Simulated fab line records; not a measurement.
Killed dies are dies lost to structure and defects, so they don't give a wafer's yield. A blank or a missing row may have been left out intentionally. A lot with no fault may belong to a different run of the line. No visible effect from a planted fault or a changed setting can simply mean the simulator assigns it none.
The tool behind it: which one?	flow nand_harc	12 lots, 36 wafers sampled, at 6 steps of a route of 1159

== WHAT THE GAUGES SHOWED, per wafer ==
NHARC_P_BONDPAD_THK_MEAS_20: measures by xrf.
lot	measured	on	thk_nm (nm)
L815	day 7 18:03	film_metro-02	162.0 158.9 161.4
L817	day 8 05:41	film_metro-02	161.0 161.2 161.4
L822	day 9 20:13	film_metro-01	162.1 160.3 163.2
L824	day 9 20:59	film_metro-02	163.8 162.4 161.1
L823	day 9 22:09	film_metro-01	161.6 163.1 161.8
L825	day 10 13:52	film_metro-01	159.6 159.6 161.3
L827	day 10 14:10	film_metro-02	161.4 161.5 160.3
L826	day 10 14:47	film_metro-01	160.6 159.4 160.9
L829	day 11 06:34	film_metro-01	159.6 161.6 161.3
L830	day 11 08:29	film_metro-01	160.2 160.4 163.0
L831	day 11 16:10	film_metro-01	161.8 161.2 159.8
L833	day 12 08:17	film_metro-02	159.6 161.4 161.6

NHARC_A_ZERO_WELL_INSPECT_17.
lot	measured	on	raw_defect_count
L815	day 7 20:55	defect_inspect-01	18 13 7
L817	day 8 08:52	defect_inspect-01	24 4 16
L822	day 9 23:14	defect_inspect-01	12 5 10
L824	day 9 23:58	defect_inspect-02	9 12 11
L823	day 10 01:13	defect_inspect-02	6 13 6
L825	day 10 17:01	defect_inspect-02	10 10 17
L827	day 10 17:25	defect_inspect-02	11 4 13
L826	day 10 17:56	defect_inspect-02	1 8 5
L829	day 11 09:33	defect_inspect-02	13 10 9
L830	day 11 11:34	defect_inspect-01	10 4 9
L831	day 11 19:16	defect_inspect-01	16 11 24
L833	day 12 16:40	defect_inspect-01	13 23 5

NHARC_A_SOURCE_PLATE_THK_MEAS_09: measures by ellipsometry.
lot	measured	on	thk_nm (nm)
L815	day 8 08:26	film_metro-01	15.6 15.9 16.0
L817	day 8 23:07	film_metro-01	15.6 16.7 17.0
L822	day 10 07:05	film_metro-02	11.0 11.8 8.4
L824	day 10 07:05	film_metro-01	10.5 9.0 9.8
L823	day 10 07:06	film_metro-02	11.0 10.6 10.2
L825	day 11 00:26	film_metro-01	9.3 9.6 9.8
L827	day 11 00:26	film_metro-02	8.5 8.4 9.5
L826	day 11 00:27	film_metro-01	9.1 9.2 10.0
L829	day 11 17:03	film_metro-02	8.9 9.3 9.3
L830	day 11 17:04	film_metro-02	9.0 9.0 10.6
L831	day 12 02:43	film_metro-01	7.1 10.8 8.9
L833	day 12 23:49	film_metro-02	9.1 9.4 9.6

NHARC_END_SORT_01.
lot	measured	on	killed_at_array	killed_at_other	killed_at_periphery	killed_dies	killed_open	killed_short
L815	day 20 05:20	prober-01	18 20	0 2	2 6	20 28	2 7	1 3
L817	day 20 18:38	prober-01	19 32	0 0	4 6	23 38	6 3	1 2

== EACH LOT AND THE TOOL THAT RAN IT (in order: tool; ch and the chambers of the sampled wafers; start) ==
lot	NHARC_A_ZERO_WELL_ETCH_19	NHARC_A_SOURCE_PLATE_OXIDE_02
L815	rie_diel-01 ch 0,2,3, day 7 19:43	furnace-03 ch 0, day 7 23:58
L817	rie_diel-13 ch 1,2,3, day 8 07:39	furnace-03 ch 0, day 8 11:55
L822	rie_diel-13 ch 2,3, day 9 22:00	furnace-03 ch 0, day 10 02:59
L824	rie_diel-01 ch 1,3, day 9 22:46	furnace-03 ch 0, day 10 02:59
L823	rie_diel-02 ch 0,3, day 9 23:54	furnace-03 ch 0, day 10 02:59
L825	rie_diel-02 ch 0,2,3, day 10 15:47	furnace-06 ch 0, day 10 20:22
L827	rie_diel-01 ch 0,1,3, day 10 16:04	furnace-06 ch 0, day 10 20:22
L826	rie_diel-13 ch 1,2,3, day 10 16:41	furnace-06 ch 0, day 10 20:22
L829	rie_diel-01 ch 0,1,3, day 11 08:20	furnace-06 ch 0, day 11 12:55
L830	rie_diel-02 ch 0,1,2, day 11 10:20	furnace-06 ch 0, day 11 12:55
L831	rie_diel-01 ch 1,3, day 11 17:58	furnace-06 ch 0, day 11 22:37
L833	rie_diel-13 ch 0,2,3, day 12 10:05	furnace-03 ch 0, day 12 19:44
- NHARC_A_ZERO_WELL_ETCH_19: etches the open film in N2/H2, target depth 80 nm, overetch 24 nm, time 87.88 s.
- NHARC_A_SOURCE_PLATE_OXIDE_02: material SiO2, target thk 10 nm, ox time 1362 s.

== AS READ BY THE TOOLS THEMSELVES (means over the sampled wafers that have a number; for cases with no such wafer, the mark the record gives instead) ==
NHARC_A_ZERO_WELL_ETCH_19.
lot	tool	chamber_pressure_mTorr (mTorr)	drypump_motor_current_A (A)	oes_product_au (a.u.)	rf_vpp_V (V)	showerhead_plenum_p_Torr (Torr)	throttle_valve_pct (%)
L815	rie_diel-01	29.989	5.7	0.992	430.0	2.02	14.171
L817	rie_diel-13	29.995	6.0	1.018	431.3	2.08	14.165
L822	rie_diel-13	30.011	6.3	1.007	431.3	2.08	14.170
L824	rie_diel-01	29.991	6.3	1.004	432.9	2.10	14.175
L823	rie_diel-02	29.998	6.0	1.006	433.0	2.12	14.167
L825	rie_diel-02	30.004	5.9	1.001	431.3	2.09	14.172
L827	rie_diel-01	29.983	6.1	1.005	431.7	2.07	14.170
L826	rie_diel-13	30.020	6.0	1.009	431.5	2.07	14.170
L829	rie_diel-01	30.023	6.1	1.007	431.7	2.07	14.166
L830	rie_diel-02	30.025	5.9	0.996	433.7	2.12	14.170
L831	rie_diel-01	29.992	6.1	1.006	433.2	2.13	14.164
L833	rie_diel-13	29.989	6.0	1.007	431.3	2.08	14.178

NHARC_A_SOURCE_PLATE_OXIDE_02.
lot	tool	ox_temp_c (C)
L815	furnace-03	899.5
L817	furnace-03	900.1
L822	furnace-03	899.8
L824	furnace-03	900.4
L823	furnace-03	899.8
L825	furnace-06	900.0
L827	furnace-06	899.4
L826	furnace-06	899.7
L829	furnace-06	899.9
L830	furnace-06	900.7
L831	furnace-06	900.2
L833	furnace-03	900.3

== THE ANSWER, worked out from the rows above alone ==
Rule: the lots themselves supply what counts as usual. The widest of any qualifying gaps counts: lots, ordered by their means at a reading, are off when they make up no more than a third of the lots, leave a main group of 4 or more, and stand apart from it by 3 or more times the standard deviation of that group's means. A main group is skipped when, at the precision printed for the reading in the tables above, its means are all equal. Also off: a lot with no number at a reading for which 4 or more lots have one. Any other lot the step has rows for is counted as sound. The gauges are gone through in route order, then the tools' own readings, and for those a lot's mean is taken as printed above. At the first step where some lot is off, the reading lying furthest off is the one used; lots without a number count as furthest.
Off: L815, L817 (NHARC_A_SOURCE_PLATE_THK_MEAS_09, thk_nm). Mean 9.6 nm and standard deviation 0.55 in the main group.
If a tool, at a process step before that reading, ran all the lots that are off and no sound lot after the first of them, it fits. The gauges at NHARC_A_SOURCE_PLATE_THK_MEAS_09 are tried like those tools. None of those tried fits.

== WHAT THE SIMULATOR PUT IN ==
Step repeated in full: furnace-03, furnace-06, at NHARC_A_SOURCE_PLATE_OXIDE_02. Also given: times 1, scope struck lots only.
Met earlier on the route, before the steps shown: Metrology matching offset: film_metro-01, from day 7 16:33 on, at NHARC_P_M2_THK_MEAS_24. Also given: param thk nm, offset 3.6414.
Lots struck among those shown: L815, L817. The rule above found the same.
